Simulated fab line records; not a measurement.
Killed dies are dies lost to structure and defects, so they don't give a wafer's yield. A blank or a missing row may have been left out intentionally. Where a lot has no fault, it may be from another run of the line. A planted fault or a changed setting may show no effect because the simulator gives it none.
fab line records | flow nand-harc
record lots=13 | wafers=39 | last-day=33
route steps=1302 shown A_STAIRCASE@736 THIN_TSV@1246 END@1302
lots with no fault: from the same line, run without faults
start-h: hours from the record's first day to the start of the lot's first wafer shown | wait-h: how many hours have passed since the lot's step before this one | " repeats the value in the row above | L1.1+2: a row that stands for several wafers | - no value, or no start was given | * or withheld: withheld | < > ~ a bound
route shown NAME@n: names a module that has steps shown in the file, with the first one's number in the route | usual: the fault-free wafers' mean and standard deviation | same: alike in all rows | chamber/n: place in a boat | sites: per-site readings | _std_site: their standard deviation | _edge_site: outer sites' mean less inner sites' | radius-mm: how far each site lies from the wafer's centre | mask NAME#n: copy n | behind: the tool/chamber that last shaped the wafer | hold: reason for holding the lot/hours on hold/outcome of the hold | device: whichever transistor did not switch (one of n, p or np) | end of line: tests run on the same wafers once the route is complete | a step without rows: its recipe alone | killed: count of dies lost to structure and defects at first sort (not the wafer's yield) | map: per-die view of a wafer (x killed, . not killed, _ where there is no die)
set.NAME: the run value of the setting; set.NAME@STEP: its run value at that earlier step | model.NAME: the simulator's own value behind a step, which no gauge read
route steps across a sampled set of lots; one table per step, one row per wafer
services: from which hour (start-h, from the record's first day; less than 0 if before it) a tool's chamber was out of use, for how many hours, and why
## steps
# step NHARC_A_STAIRCASE_TRIM_222
# recipe time-s=211.2 | o2-flow-sccm=500 | ar-flow-sccm=0 | bias-w=0 | chemistry=O2
# usual drypump-motor-current-A=5.8/0.5 | oes-product-au=0.998/0.01 | rf-vpp-V=57.9/0.86 | showerhead-plenum-p-Torr=3.56/0.16 | throttle-valve-pct=17.036/0.0093
lot.wafer | tool        | chamber | start-h | wait-h | drypump-motor-current-A | oes-product-au | rf-hours-counter-h | rf-vpp-V | showerhead-plenum-p-Torr | throttle-valve-pct
L714.4    | rie-diel-10 | 2       | 359.61  | -      | 5.1                     | 0.998          | 36                 | 57.0     | 3.29                     | 17.049
L714.2    | "           | 0       | "       | "      | 5.5                     | 1.008          | 40                 | 58.4     | 3.65                     | 17.032
L714.6    | "           | 2       | "       | "      | 5.1                     | 0.992          | -                  | 58.6     | 3.29                     | 17.043
L715.2    | rie-diel-02 | 1       | 369.71  | -      | 5.3                     | 0.988          | 45                 | 59.0     | 3.74                     | 17.034
L715.4    | "           | 2       | "       | "      | 6.3                     | 0.987          | 53                 | 56.9     | 3.65                     | 17.040
L715.6    | "           | 0       | "       | "      | 6.0                     | 0.973          | -                  | 59.0     | 3.34                     | 17.034
L718.1    | rie-diel-11 | 2       | 407.39  | -      | 6.1                     | 1.007          | 46                 | 56.0     | 3.27                     | 17.029
L718.6    | "           | 3       | "       | "      | 6.2                     | 1.003          | -                  | 56.7     | 3.36                     | 17.038
L718.5    | "           | 0       | "       | "      | 5.4                     | 0.999          | -                  | 59.4     | 3.73                     | 17.053
L724.3    | rie-diel-11 | 2       | 462.28  | -      | 6.1                     | 1.006          | 5                  | 56.9     | 3.81                     | 17.047
L724.1    | "           | 3       | "       | "      | 6.2                     | 1.010          | 5                  | 57.6     | 3.35                     | 17.047
L724.6    | "           | 1       | "       | "      | 5.4                     | 1.012          | -                  | 58.0     | 3.60                     | 17.043
L728.1    | rie-diel-02 | 3       | 505.11  | -      | 5.3                     | 1.012          | 34                 | 57.2     | 3.49                     | 17.032
L728.3    | "           | 1       | "       | "      | 5.3                     | 0.997          | 34                 | 57.3     | 3.72                     | 17.021
L728.5    | "           | 2       | "       | "      | 6.3                     | 0.990          | -                  | 58.5     | 3.62                     | 17.039
L729.4    | rie-diel-02 | 2       | 518.61  | -      | 6.3                     | 1.004          | 42                 | 58.0     | 3.62                     | 17.040
L729.2    | "           | 3       | "       | "      | 5.3                     | 1.004          | 39                 | 58.0     | 3.49                     | 17.033
L729.6    | "           | 2       | "       | "      | 6.2                     | 0.996          | -                  | 59.8     | 3.62                     | 17.036
L730.1    | rie-diel-10 | 1       | 519.27  | -      | 6.5                     | 0.998          | 29                 | 57.8     | 3.37                     | 17.046
L730.4    | "           | 2       | "       | "      | 5.1                     | 1.001          | 29                 | 58.2     | 3.79                     | 17.040
L730.6    | "           | 3       | "       | "      | 6.7                     | 1.004          | -                  | 58.4     | 3.64                     | 17.031
L731.2    | rie-diel-10 | 3       | 531.42  | -      | 6.8                     | 1.010          | 31                 | 58.4     | 3.64                     | 17.042
L731.5    | "           | 2       | "       | "      | 5.1                     | 1.009          | -                  | 57.9     | 3.79                     | 17.020
L731.6    | "           | 3       | "       | "      | 6.8                     | 1.010          | -                  | 57.8     | 3.64                     | 17.044
L732.3    | rie-diel-10 | 1       | 540.44  | -      | 6.5                     | 1.009          | 39                 | 58.9     | 3.37                     | 17.007
L732.1    | "           | 2       | "       | "      | 5.1                     | 1.006          | 39                 | 58.3     | 3.78                     | 17.034
L732.5    | "           | 3       | "       | "      | 6.7                     | 0.994          | -                  | 58.6     | 3.64                     | 17.043
L733.4    | rie-diel-11 | 0       | 551.04  | -      | 5.4                     | 0.986          | 31                 | 59.4     | 3.71                     | 17.030
L733.3    | "           | 2       | "       | "      | 6.1                     | 1.011          | 28                 | 59.0     | 3.79                     | 17.048
L733.5    | "           | 1       | "       | "      | 5.4                     | 1.011          | -                  | 57.8     | 3.59                     | 17.023
L735.2    | rie-diel-02 | 2       | 567.92  | -      | 6.3                     | 0.989          | 59                 | 57.2     | 3.61                     | 17.028
L735.1    | "           | 3       | "       | "      | 5.3                     | 0.995          | 56                 | 58.5     | 3.48                     | 17.034
L735.6    | "           | 2       | "       | "      | 6.2                     | 0.984          | -                  | 57.0     | 3.61                     | 17.039
L737.4    | rie-diel-02 | 1       | 583.57  | -      | 5.3                     | 0.995          | 1                  | 58.0     | 3.70                     | 17.041
L737.3    | "           | 3       | "       | "      | 5.3                     | 0.995          | 1                  | 57.4     | 3.48                     | 17.034
L737.6    | "           | 1       | "       | "      | 5.4                     | 1.001          | -                  | 57.1     | 3.70                     | 17.049
L736.2    | rie-diel-02 | 3       | 583.77  | -      | 5.3                     | 0.995          | 1                  | 57.2     | 3.48                     | 17.044
L736.6    | "           | 2       | "       | "      | 6.3                     | 0.991          | -                  | 58.5     | 3.61                     | 17.045
L736.5    | "           | 3       | "       | "      | 5.3                     | 0.998          | -                  | 58.3     | 3.48                     | 17.028
# step NHARC_THIN_TSV_THK_MEAS_02
# recipe thk-meas-gauge=ir
# usual thk-nm=2987/220
lot.wafer | tool          | chamber | start-h | wait-h | thk-nm
L714.2    | film-metro-02 | -       | 541.13  | -      | 3026
L714.4    | "             | -       | "       | "      | 3453
L714.6    | "             | -       | "       | "      | 3409
L715.2    | film-metro-01 | -       | 559.40  | -      | 3007
L715.4    | "             | -       | "       | "      | 3099
L715.6    | "             | -       | "       | "      | 2739
L718.1    | film-metro-02 | -       | 576.73  | -      | 3115
L718.5    | "             | -       | "       | "      | 3180
L718.6    | "             | -       | "       | "      | 2833
L724.1    | film-metro-02 | -       | 654.27  | -      | 3480
L724.3    | "             | -       | "       | "      | 3379
L724.6    | "             | -       | "       | "      | 3306
L730.1    | film-metro-01 | -       | 688.63  | -      | 3482
L730.4    | "             | -       | "       | "      | 3437
L730.6    | "             | -       | "       | "      | 3102
L728.1    | film-metro-02 | -       | 689.83  | -      | 2886
L728.3    | "             | -       | "       | "      | 3073
L728.5    | "             | -       | "       | "      | 2612
L729.2    | film-metro-02 | -       | 708.08  | -      | 3295
L729.4    | "             | -       | "       | "      | 2688
L729.6    | "             | -       | "       | "      | 2895
L731.2    | film-metro-02 | -       | 713.37  | -      | 2769
L731.5    | "             | -       | "       | "      | 2836
L731.6    | "             | -       | "       | "      | 2829
L732.1    | film-metro-02 | -       | 714.57  | -      | 3366
L732.3    | "             | -       | "       | "      | 3098
L732.5    | "             | -       | "       | "      | 3169
L733.3    | film-metro-02 | -       | 728.03  | -      | 2871
L733.4    | "             | -       | "       | "      | 2716
L733.5    | "             | -       | "       | "      | 3127
L735.1    | film-metro-02 | -       | 746.76  | 0.2    | 3014
L735.2    | "             | -       | "       | "      | 3098
L735.6    | "             | -       | "       | "      | 2904
L736.2    | film-metro-02 | -       | 760.79  | 0.2    | 3130
L736.5    | "             | -       | "       | "      | 2772
L736.6    | "             | -       | "       | "      | 2770
L737.3    | film-metro-02 | -       | 761.97  | 0.2    | 3020
L737.4    | "             | -       | "       | "      | 2722
L737.6    | "             | -       | "       | "      | 2936
# step NHARC_THIN_TSV_STRIP_45
# recipe power-w=1500 | temp-c=250 | chemistry=O2
# usual drypump-motor-current-A=5.7/0.44 | heater-power-w=304/31
lot.wafer | tool            | chamber | start-h | wait-h | drypump-motor-current-A | heater-power-w | rf-hours-counter-h
L714.2    | plasma-asher-01 | 1       | 543.09  | 0.1    | 6.2                     | 277            | 4
L714.4    | "               | 0       | "       | "      | 5.4                     | 288            | -
L714.6    | "               | 0       | "       | "      | 5.4                     | 278            | -
L715.2    | plasma-asher-01 | 0       | 561.53  | 0.1    | 5.4                     | 287            | 7
L715.4    | "               | 0       | "       | "      | 5.4                     | 280            | -
L715.6    | "               | 1       | "       | "      | 6.2                     | 273            | -
L718.1    | plasma-asher-02 | 1       | 578.82  | 0.1    | 5.0                     | 349            | 24
L718.6    | "               | 1       | "       | "      | 5.0                     | 345            | -
L718.5    | "               | 0       | "       | "      | 5.7                     | 338            | -
L724.1    | plasma-asher-01 | 1       | 656.41  | 0.1    | 6.2                     | 278            | 27
L724.3    | "               | 0       | "       | "      | 5.4                     | 287            | -
L724.6    | "               | 1       | "       | "      | 6.2                     | 271            | -
L730.1    | plasma-asher-02 | 0       | 690.85  | 0.1    | 5.7                     | 339            | 15
L730.4    | "               | 1       | "       | "      | 5.0                     | 347            | -
L730.6    | "               | 1       | "       | "      | 5.0                     | 331            | -
L728.1    | plasma-asher-01 | 1       | 691.98  | 0.1    | 6.2                     | 274            | 34
L728.3    | "               | 0       | "       | "      | 5.4                     | 287            | -
L728.5    | "               | 0       | "       | "      | 5.4                     | 294            | -
L729.2    | plasma-asher-01 | 1       | 710.23  | 0.1    | 6.2                     | 277            | 1
L729.4    | "               | 0       | "       | "      | 5.4                     | 279            | -
L729.6    | "               | 0       | "       | "      | 5.4                     | 279            | -
L731.2    | plasma-asher-01 | 0       | 715.45  | 0.1    | 5.4                     | 288            | 1
L731.5    | "               | 0       | "       | "      | 5.4                     | 287            | -
L731.6    | "               | 1       | "       | "      | 6.2                     | 278            | -
L732.1    | plasma-asher-01 | 0       | 716.71  | 0.1    | 5.4                     | 289            | 1
L732.3    | "               | 1       | "       | "      | 6.2                     | 282            | -
L732.5    | "               | 1       | "       | "      | 6.2                     | 275            | -
L733.3    | plasma-asher-01 | 1       | 730.20  | 0.2    | 6.2                     | 276            | -
L733.4    | "               | 0       | "       | "      | 5.4                     | 282            | -
L733.5    | "               | 0       | "       | "      | 5.4                     | 293            | -
L735.2    | plasma-asher-02 | 0       | 748.85  | 0.1    | 5.7                     | 340            | 31
L735.1    | "               | 1       | "       | "      | 5.0                     | 352            | 31
L735.6    | "               | 0       | "       | "      | 5.7                     | 344            | -
L736.2    | plasma-asher-02 | 0       | 762.74  | 0.1    | 5.7                     | 339            | 34
L736.5    | "               | 0       | "       | "      | 5.7                     | 346            | -
L736.6    | "               | 1       | "       | "      | 5.0                     | 348            | -
L737.4    | plasma-asher-01 | 1       | 764.28  | 0.2    | 6.3                     | 278            | -
L737.3    | "               | 0       | "       | "      | 5.4                     | 283            | -
L737.6    | "               | 1       | "       | "      | 6.2                     | 277            | -
# step NHARC_THIN_TSV_ANNEAL_52
# recipe temp-c=225 | time-s=90
# usual wafer_temp_C_max=226.8/0.37
lot.wafer | tool          | chamber | start-h | wait-h | wafer_temp_C_max
L714.2    | rtp-anneal-02 | 0       | 546.07  | 0.7    | 226.5
L714.4    | "             | 0       | "       | "      | 226.9
L714.6    | "             | 0       | "       | "      | 226.5
L715.2    | rtp-anneal-01 | 0       | 564.48  | 0.6    | 226.9
L715.4    | "             | 0       | "       | "      | 226.5
L715.6    | "             | 0       | "       | "      | 227.4
L718.1    | rtp-anneal-01 | 0       | 581.76  | 0.5    | 226.7
L718.5    | "             | 0       | "       | "      | 226.2
L718.6    | "             | 0       | "       | "      | 226.2
L724.1    | rtp-anneal-01 | 0       | 659.27  | 0.5    | 226.9
L724.3    | "             | 0       | "       | "      | 226.9
L724.6    | "             | 0       | "       | "      | 227.7
L730.1    | rtp-anneal-01 | 0       | 693.76  | 0.5    | 227.1
L730.4    | "             | 0       | "       | "      | 227.2
L730.6    | "             | 0       | "       | "      | 226.7
L728.1    | rtp-anneal-02 | 0       | 694.87  | 0.6    | 226.5
L728.3    | "             | 0       | "       | "      | 227.0
L728.5    | "             | 0       | "       | "      | 226.8
L729.2    | rtp-anneal-02 | 0       | 713.17  | 0.7    | 226.8
L729.4    | "             | 0       | "       | "      | 227.0
L729.6    | "             | 0       | "       | "      | 227.6
L731.2    | rtp-anneal-02 | 0       | 718.44  | 0.7    | 227.0
L731.5    | "             | 0       | "       | "      | 226.8
L731.6    | "             | 0       | "       | "      | 226.7
L732.1    | rtp-anneal-01 | 0       | 719.58  | 0.5    | 226.6
L732.3    | "             | 0       | "       | "      | 227.2
L732.5    | "             | 0       | "       | "      | 226.5
L733.3    | rtp-anneal-02 | 0       | 733.11  | 0.5    | 227.2
L733.4    | "             | 0       | "       | "      | 226.2
L733.5    | "             | 0       | "       | "      | 226.9
L735.1    | rtp-anneal-01 | 0       | 752.09  | 0.7    | 226.7
L735.2    | "             | 0       | "       | "      | 226.7
L735.6    | "             | 0       | "       | "      | 226.3
L736.2    | rtp-anneal-02 | 0       | 765.74  | 0.6    | 226.5
L736.5    | "             | 0       | "       | "      | 226.2
L736.6    | "             | 0       | "       | "      | 226.7
L737.3    | rtp-anneal-01 | 0       | 767.28  | 0.5    | 227.4
L737.4    | "             | 0       | "       | "      | 226.1
L737.6    | "             | 0       | "       | "      | 226.8
# step NHARC_END_SORT_01
# recipe temp-c=25
# usual killed-at-array=55/12 | killed-at-other=1.0/1.2 | killed-at-periphery=3.9/2.6 | killed-dies=60/12 | killed-open=3.3/1.9 | killed-short=2.5/1.8
# same gross-dies=677
lot.wafer | tool      | chamber | start-h | wait-h | killed-at-array | killed-at-other | killed-at-periphery | killed-dies | killed-open | killed-short
L724.1    | prober-02 | 0       | 670.36  | 2.5    | 86              | 1               | 2                   | 89          | 2           | 2
L724.3    | prober-02 | 0       | 671.97  | 3.1    | 158             | 1               | 2                   | 161         | 1           | 3
L724.6    | prober-02 | 0       | 674.38  | 4.0    | 88              | 0               | 2                   | 90          | 2           | 3
# killed by level:class
L724.1 A_STAIRCASE:unspecified=39 A_CHANNEL_HOLE_D1:chamber-film-flake=27 A_CHANNEL_HOLE_D2:chamber-film-flake=12 A_CONTACT:chamber-film-flake=5 P_CONTACT:geometric-particle:open=1 A_CHANNEL_HOLE_D2:geometric-particle:open=1 A_CHANNEL_FILL_D2:geometric-particle:short=1 STARTING-WAFER:geometric-particle:short=1
L724.3 A_STAIRCASE:unspecified=106 A_CHANNEL_HOLE_D1:chamber-film-flake=26 A_CHANNEL_HOLE_D2:chamber-film-flake=17 A_SLIT:chamber-film-flake=3 P_M0:geometric-particle:open=1 A_SOURCE_PLATE:geometric-particle:short=1 A_WL_FILL:geometric-particle:short=1 A_M1:geometric-particle:short=1
L724.6 A_STAIRCASE:unspecified=43 A_CHANNEL_HOLE_D2:chamber-film-flake=18 A_CHANNEL_HOLE_D1:chamber-film-flake=15 A_CONTACT:chamber-film-flake=3 A_ZERO_WELL:chamber-film-flake=2 A_SLIT:chamber-film-flake=2 P_CONTACT:geometric-particle:open=1 A_CHANNEL_FILL_D2:geometric-particle:open=1
## services
tool            | chamber | start-h | hours | kind
plasma-asher-01 | -       | 342.00  | 9.0   | pm
rtp-anneal-01   | -       | 372.00  | 12.0  | pm
rie-diel-10     | 1       | 384.00  | 18.2  | repair
rie-diel-02     | -       | 394.10  | 9.0   | pm
rtp-anneal-02   | -       | 395.95  | 4.5   | repair
rie-diel-10     | -       | 421.83  | 9.0   | pm
plasma-asher-01 | -       | 422.72  | 1.0   | repair
plasma-asher-02 | -       | 426.23  | 9.0   | pm
rie-diel-10     | 1       | 444.88  | 5.8   | repair
plasma-asher-02 | -       | 452.03  | 14.8  | repair
plasma-asher-02 | -       | 501.49  | 0.6   | repair
plasma-asher-01 | -       | 519.00  | 9.0   | pm
plasma-asher-02 | -       | 535.60  | 8.6   | repair
rie-diel-02     | 0       | 602.62  | 32.6  | repair
plasma-asher-01 | -       | 607.42  | 2.4   | repair
rtp-anneal-02   | -       | 612.78  | 2.9   | repair
rie-diel-02     | 1       | 662.03  | 4.3   | repair
rie-diel-02     | 1       | 679.68  | 2.1   | repair
rie-diel-02     | 2       | 688.57  | 2.7   | repair
plasma-asher-01 | -       | 696.00  | 9.0   | pm
rie-diel-02     | -       | 706.52  | 0.7   | repair
rtp-anneal-02   | -       | 744.00  | 12.0  | pm
plasma-asher-01 | -       | 744.70  | 1.2   | repair
rie-diel-02     | -       | 748.15  | 9.0   | pm
## key
first-sign step=NHARC_END_SORT_01 | reading=killed-at-array | direction=up | sigmas=4.6 | usual=55 | struck=111
effect step=NHARC_END_SORT_01 | reading=killed-dies | direction=up | sigmas=4.5 | usual=60 | struck=113
more-kills-born-at NHARC_A_STAIRCASE_TRIM_222@rie-diel-11=188
met-at NHARC_A_STAIRCASE_TRIM_222
struck-lots L724
tester-left-out L724
not-acting-at NHARC_THIN_TSV_THK_MEAS_02,NHARC_THIN_TSV_STRIP_45,NHARC_THIN_TSV_ANNEAL_52
onset-between 407.39 462.28
fault kind=chamber-particle-source | tool=rie-diel-11 | chamber=- | onset-h=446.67 | steps=NHARC_A_STAIRCASE_TRIM_222 | rate-per-visit-cm2=1.8077 | end-h=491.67
# tester-left-out: of these lots the tester's yield and bins aren't shown, on N5 and GAA mostly nor the transistor test; their killed dies are dies lost to structure and defects alone, not to doping, threshold or leakage, so they don't give the yield
